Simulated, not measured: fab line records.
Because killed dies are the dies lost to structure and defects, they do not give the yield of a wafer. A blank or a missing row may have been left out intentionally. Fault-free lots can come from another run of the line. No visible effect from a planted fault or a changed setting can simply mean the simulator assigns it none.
Matching of chambers ; flow n5Finfet ; pecvd-01 running N5_BEOL_M0_SAQP_ILD_DEP_01: 3 sister chambers
The step deposits SiOC from DEMS/O2, target thk 45.419 nm, time 8.7 s. 3 wafers are shown with their chamber, then 10 later ones without.

== WAFERS PAIRED WITH THEIR CHAMBERS ==
wafer;chamber;throttleValvePct (%)
L084.4;1;13.2
L086.1;2;10.9
L086.5;0;11.6

== WAFERS WITH NO CHAMBER GIVEN ==
wafer;throttleValvePct (%)
L086.6;11.0
L088.1;11.4
L088.3;13.2
L088.6;11.3
L091.1;11.7
L091.2;13.1
L091.6;11.2
L092.1;11.6
L092.2;13.5
L092.6;13.2

== EACH ONE'S CHAMBER ==
wafer;from the rows above;in truth
L086.6;2;2
L088.1;can't be placed: 0 or 2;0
L088.3;1;1
L088.6;can't be placed: 0 or 2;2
L091.1;0;0
L091.2;1;1
L091.6;can't be placed: 2 or 0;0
L092.1;0;0
L092.2;1;1
L092.6;1;1
Correctly placed: 7 of 10. Not placeable from these rows: 3 (in 3, the candidates include the true chamber). Placed wrongly: 0.
How it was worked out, from the rows above alone: a wafer's distance from a chamber is the root of the sum, over the readings, of the square of ((its reading less the chamber's mean) divided by the reading's scatter). The wafer belongs to the nearest chamber; if the next one is less than 2 further off, it can't be placed. For every chamber, the mean is computed from those of its wafers that are shown. The scatter: root of mean squared gap, hidden wafer to nearest shown wafer, with one shown wafer a chamber.
